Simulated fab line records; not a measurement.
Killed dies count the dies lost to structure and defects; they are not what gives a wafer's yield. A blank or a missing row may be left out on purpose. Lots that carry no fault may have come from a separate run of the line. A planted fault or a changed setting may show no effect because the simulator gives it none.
Chamber matching ; flow nand_harc ; 4 sister chambers for NHARC_P_GATE_DESCUM_48 on rie_diel-07
The step chemistry O2, time 3 s. 30 wafers are shown with their chamber, then 12 later ones without.

## EACH WAFER AND ITS CHAMBER
wafer;chamber;showerhead_plenum_p_Torr (Torr);drypump_motor_current_A (A);oes_product_au (a.u.)
L074.1;0;1.82;5.7;0.991
L074.5;3;2.02;6.8;0.999
L074.6;2;1.86;5.5;1.008
L076.3;3;2.02;6.8;0.982
L076.4;0;1.82;5.7;0.980
L076.5;1;2.04;5.4;0.984
L077.2;1;2.04;5.4;0.986
L077.3;2;1.86;5.5;1.003
L077.4;3;2.02;6.8;0.986
L079.1;0;1.82;5.7;0.988
L079.4;1;2.04;5.4;0.984
L079.5;2;1.86;5.5;1.005
L080.3;0;1.82;5.7;0.984
L080.5;0;1.82;5.7;0.988
L080.6;3;2.02;6.7;0.982
L081.3;0;1.82;5.7;0.976
L081.4;1;2.04;5.4;0.977
L081.6;3;2.02;6.7;0.994
L086.2;0;1.81;5.7;0.992
L086.3;1;2.04;5.4;0.998
L086.4;2;1.86;5.5;1.006
L085.1;3;2.02;6.8;0.993
L085.3;1;2.04;5.4;0.981
L085.4;2;1.86;5.5;1.005
L089.2;1;2.04;5.4;0.986
L089.4;0;1.81;5.7;0.982
L089.5;3;2.02;6.8;0.995
L090.2;1;2.04;5.4;0.991
L090.3;0;1.81;5.7;0.981
L090.6;2;1.86;5.5;1.007

SIGNATURES (means of the wafers above)
reading;chamber 0;chamber 1;chamber 2;chamber 3;scatter within a chamber
showerhead_plenum_p_Torr;1.8167;2.0400;1.8600;2.0200;0.00277
drypump_motor_current_A;5.700;5.400;5.500;6.771;0.0234
oes_product_au;0.98467;0.98587;1.00567;0.99014;0.00557
Rule: for each reading, subtract the chamber's mean from the wafer's reading, divide by that reading's scatter and square the result; add these up over the readings and take the root, which gives the wafer's distance from the chamber. If the next closest chamber is less than 2 further off than the closest, the wafer can't be placed; otherwise it belongs to the closest. The scatter is the square root of a quotient: the sum, over the shown wafers, of each reading's squared deviation from its chamber's mean, divided by wafers minus chambers.

## WAFERS WITH NO CHAMBER GIVEN
wafer;showerhead_plenum_p_Torr (Torr);drypump_motor_current_A (A);oes_product_au (a.u.)
L088.2;2.04;5.4;0.986
L088.3;1.86;5.5;0.997
L088.6;2.04;5.4;0.982
L091.3;2.02;6.8;0.983
L091.4;1.86;5.5;1.004
L091.6;2.04;5.4;0.975
L092.2;1.81;5.7;0.980
L092.4;1.86;5.5;0.992
L092.5;2.01;6.8;0.989
L093.2;2.01;6.8;0.995
L093.3;1.86;5.5;1.010
L093.5;1.86;5.5;1.003

## CHAMBER TAKEN BY EACH
wafer;from the rows above;in truth
L088.2;1;1
L088.3;2;2
L088.6;1;1
L091.3;3;3
L091.4;2;2
L091.6;1;1
L092.2;0;0
L092.4;2;2
L092.5;3;3
L093.2;3;3
L093.3;2;2
L093.5;2;2
Correctly placed: 12 of 12. Not placeable from these rows: 0. 0 placed wrongly.
